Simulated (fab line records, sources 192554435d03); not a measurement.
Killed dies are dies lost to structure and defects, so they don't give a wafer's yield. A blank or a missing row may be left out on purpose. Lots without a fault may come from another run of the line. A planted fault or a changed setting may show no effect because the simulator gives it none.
Chamber matching | flow n5_finfet | N5_BEOL_M8_PECVD_70 on pecvd-03: 3 sister chambers
The step deposits SiO2 from TEOS/O2, target thk 20 nm, time 22.7 s. 20 wafers are shown with their chamber, then 10 later ones without.

WAFERS WITH THEIR CHAMBER
wafer  | chamber | throttle_valve_pct (%) | heater_power_w (W) | heater_power_outer_w (W)
L077.2 | 0       | 23.4                   | 832                | 497
L077.5 | 0       | 23.3                   | 826                | 497
L077.6 | 2       | 21.8                   | 757                | 427
L078.1 | 2       | 21.8                   | 646                | 351
L078.3 | 1       | 23.2                   | 822                | 498
L078.6 | 0       | 23.2                   | 901                | 532
L079.3 | 0       | 23.2                   | 781                | 434
L079.5 | 1       | 23.3                   | 701                | 381
L079.6 | 0       | 23.3                   | 777                | 442
L080.1 | 2       | 21.8                   | 717                | 415
L080.4 | 1       | 23.1                   | 792                | 438
L080.5 | 0       | 23.5                   | 871                | 546
L081.2 | 2       | 21.6                   | 735                | 424
L081.4 | 2       | 21.8                   | 720                | 424
L081.6 | 1       | 22.8                   | 830                | 466
L084.3 | 2       | 21.7                   | 681                | 380
L084.4 | 2       | 21.6                   | 690                | 385
L084.5 | 1       | 23.1                   | 838                | 503
L085.2 | 0       | 23.6                   | 798                | 459
L085.3 | 1       | 23.3                   | 843                | 496

SIGNATURES (means of the wafers above)
reading              | chamber 0 | chamber 1 | chamber 2 | scatter within a chamber
throttle_valve_pct   | 23.357    | 23.133    | 21.729    | 0.146
heater_power_w       | 826.57    | 804.33    | 706.57    | 45.7
heater_power_outer_w | 486.71    | 463.67    | 400.86    | 40.4
Rule: a wafer's distance from a chamber is the root of the sum, over the readings, of the square of ((its reading less the chamber's mean) divided by the reading's scatter). The wafer belongs to the nearest chamber; if the next one is less than 2 further off, it can't be placed. The scatter: the root of (the sum of the squares of (reading less its chamber's mean) over the shown wafers, divided by (wafers less chambers)).

WAFERS WITHOUT THEIR CHAMBER
wafer  | throttle_valve_pct (%) | heater_power_w (W) | heater_power_outer_w (W)
L085.6 | 23.5                   | 842                | 490
L086.1 | 21.8                   | 727                | 414
L086.2 | 23.4                   | 791                | 467
L086.4 | 23.5                   | 818                | 461
L089.1 | 23.3                   | 724                | 393
L089.4 | 21.8                   | 667                | 380
L089.6 | 23.2                   | 840                | 506
L096.2 | 23.5                   | 841                | 480
L096.3 | 23.2                   | 848                | 497
L096.4 | 22.0                   | 679                | 380

WHICH CHAMBER EACH WENT THROUGH
wafer  | from the rows above     | in truth
L085.6 | can't be placed: 0 or 1 | 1
L086.1 | 2                       | 2
L086.2 | can't be placed: 0 or 1 | 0
L086.4 | can't be placed: 0 or 1 | 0
L089.1 | can't be placed: 1 or 0 | 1
L089.4 | 2                       | 2
L089.6 | can't be placed: 0 or 1 | 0
L096.2 | can't be placed: 0 or 1 | 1
L096.3 | can't be placed: 0 or 1 | 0
L096.4 | 2                       | 2
Placed correctly: 3 of 10. Can't be placed from these rows: 7 (the true chamber is among the candidates in 7). Placed wrongly: 0.
